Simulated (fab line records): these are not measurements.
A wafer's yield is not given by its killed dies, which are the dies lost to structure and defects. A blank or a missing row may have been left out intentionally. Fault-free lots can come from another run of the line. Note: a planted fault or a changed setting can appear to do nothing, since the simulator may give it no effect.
One fault seen from 2 desks -- flow n5 finfet -- each desk holds nothing but its own numbers, with what lay behind them at the end

THE METROLOGY DESK
Lot by lot, what the gauges showed, no matter which tool ran the lot: averages of those sampled wafers that carry a number. Any lot whose mean is over 4 standard deviations away from the usual mean is out of limits and marked OUT; that distance is given in the brackets. Of its 12 readings 7 are shown: those that lie furthest out on some lot.
Columns: A = MD_CAP_THK at N5_MOL_CONTACT_COAG_THK_MEAS_29, usual 17.93 nm; B = DIBL_N at N5_BEOL_M4_RC_MEAS_101, usual 36.4 mV/V; C = DIBL_P at N5_BEOL_M4_RC_MEAS_101, usual 36.3 mV/V; D = IOFF_N at N5_BEOL_M4_RC_MEAS_101, usual 0.163 nA/um; E = ION_N at N5_BEOL_M4_RC_MEAS_101, usual 673 uA/um; F = ION_P at N5_BEOL_M4_RC_MEAS_101, usual 461 uA/um; G = VT_P at N5_BEOL_M4_RC_MEAS_101, usual -250 mV
lot,first seen here,A,B,C,D,E,F,G
L958,day 5 09:58,17.96,37.3,37.9,0.173,666,459,-247
L959,day 5 18:18,17.90,36.0,36.3,0.162,676,452,-254
L965,day 7 09:27,17.89,35.5,35.2,0.152,656,448,-252
L966,day 7 11:50,17.95,36.6,36.9,0.177,690,469,-249
L967,day 7 21:47,17.94,34.4,33.0,0.127,674,464,-254
L973,day 9 05:39,17.90,35.5,36.3,0.158,680,465,-250
L975,day 9 18:52,18.02,36.9,37.0,0.153,673,460,-251
L976,day 10 00:03,17.92,38.9,38.1,0.186,672,463,-246
L977,day 10 11:13,17.94,35.4,35.0,0.142,664,457,-249
L979,day 11 00:50,17.82,38.1,36.0,0.174,674,463,-245
Result from this desk: across the 10 lots, nothing is out of limits.

AT THE TOOL OWNER'S DESK: rie diel-06
The tool's own readings at N5_MOL_CONTACT_COAG_ETCH_124 (etches SiNx in CH3F/O2, stops on SiOC, target depth 6.5 nm): means of the sampled wafers that have a number, for each lot that ran on this tool. Any lot whose mean is over 4 standard deviations away from the usual mean is out of limits and marked OUT; that distance is given in the brackets.
Columns: A = drypump motor current A at N5_MOL_CONTACT_COAG_ETCH_124, usual 5.5 A; B = oes product au at N5_MOL_CONTACT_COAG_ETCH_124, usual 0.70 a.u.; C = rf fwd power W at N5_MOL_CONTACT_COAG_ETCH_124, usual 391.0 W; D = rf vpp V at N5_MOL_CONTACT_COAG_ETCH_124, usual 298 V; E = showerhead plenum p Torr at N5_MOL_CONTACT_COAG_ETCH_124, usual 2.02 Torr; F = throttle valve pct at N5_MOL_CONTACT_COAG_ETCH_124, usual 16.25 %
lot,first seen here,A,B,C,D,E,F
L959,day 5 21:20,5.6,0.67,390.5,297,1.98,16.48
L965,day 7 12:40,5.2,0.64,390.2,294,1.97,16.34
L966,day 7 15:01,5.6,0.63,391.8,297,1.98,16.52
L967,day 8 00:55,5.2,0.62,391.6,294,1.94,16.53
Result from this desk: across the 4 lots, nothing is out of limits.

PUT TOGETHER
Metrology desk: nothing out of limits seen.
The tool owner's desk saw nothing out of limits.

WHAT HAD BEEN PUT IN BY THE SIMULATOR
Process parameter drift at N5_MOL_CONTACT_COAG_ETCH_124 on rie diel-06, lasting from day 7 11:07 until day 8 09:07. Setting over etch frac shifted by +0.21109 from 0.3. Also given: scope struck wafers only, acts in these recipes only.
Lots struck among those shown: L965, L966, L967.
